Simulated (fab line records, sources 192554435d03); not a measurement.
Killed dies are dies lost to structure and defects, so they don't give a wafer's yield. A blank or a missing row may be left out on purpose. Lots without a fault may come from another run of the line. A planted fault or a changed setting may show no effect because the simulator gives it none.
Chamber matching | flow n5_finfet | N5_HKMG_FIN_ALD_91 on ald_metal-01: 4 sister chambers
The step deposits TiN, target thk 1 nm, pulse time 1 s, purge time 3 s. 18 wafers are shown with their chamber, then 9 later ones without.

WAFERS WITH THEIR CHAMBER
wafer  | chamber | heater_power_w (W) | precursor_pulse_height_rel
L075.1 | 1       | 880                | 0.989
L075.2 | 3       | 882                | 1.026
L075.3 | 0       | 747                | 0.968
L075.4 | 2       | 884                | 0.972
L075.5 | 2       | 886                | 0.985
L075.6 | 3       | 890                | 0.991
L076.2 | 0       | 734                | 1.005
L076.4 | 3       | 869                | 1.045
L076.6 | 1       | 861                | 0.986
L084.2 | 3       | 870                | 0.989
L084.3 | 2       | 913                | 1.033
L084.6 | 2       | 879                | 1.008
L085.1 | 1       | 897                | 0.961
L085.4 | 0       | 741                | 1.009
L085.5 | 3       | 880                | 0.981
L088.1 | 3       | 908                | 1.005
L088.4 | 2       | 872                | 0.984
L088.6 | 0       | 756                | 1.002

SIGNATURES (means of the wafers above)
reading                    | chamber 0 | chamber 1 | chamber 2 | chamber 3 | scatter within a chamber
heater_power_w             | 744.50    | 879.33    | 886.80    | 883.17    | 14.5
precursor_pulse_height_rel | 0.99600   | 0.97867   | 0.99640   | 1.00617   | 0.0223
Rule: a wafer's distance from a chamber is the root of the sum, over the readings, of the square of ((its reading less the chamber's mean) divided by the reading's scatter). The wafer belongs to the nearest chamber; if the next one is less than 2 further off, it can't be placed. The scatter: the root of (the sum of the squares of (reading less its chamber's mean) over the shown wafers, divided by (wafers less chambers)).

WAFERS WITHOUT THEIR CHAMBER
wafer  | heater_power_w (W) | precursor_pulse_height_rel
L089.1 | 774                | 0.996
L089.2 | 875                | 0.997
L089.4 | 896                | 0.979
L092.3 | 898                | 0.974
L092.5 | 739                | 1.000
L092.6 | 883                | 1.014
L096.1 | 890                | 0.985
L096.2 | 887                | 0.987
L096.6 | 892                | 1.043

WHICH CHAMBER EACH WENT THROUGH
wafer  | from the rows above          | in truth
L089.1 | 0                            | 0
L089.2 | can't be placed: 3 or 2 or 1 | 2
L089.4 | can't be placed: 2 or 1 or 3 | 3
L092.3 | can't be placed: 2 or 1 or 3 | 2
L092.5 | 0                            | 0
L092.6 | can't be placed: 3 or 2 or 1 | 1
L096.1 | can't be placed: 2 or 1 or 3 | 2
L096.2 | can't be placed: 2 or 1 or 3 | 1
L096.6 | can't be placed: 3 or 2 or 1 | 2
Placed correctly: 2 of 9. Can't be placed from these rows: 7 (the true chamber is among the candidates in 7). Placed wrongly: 0.
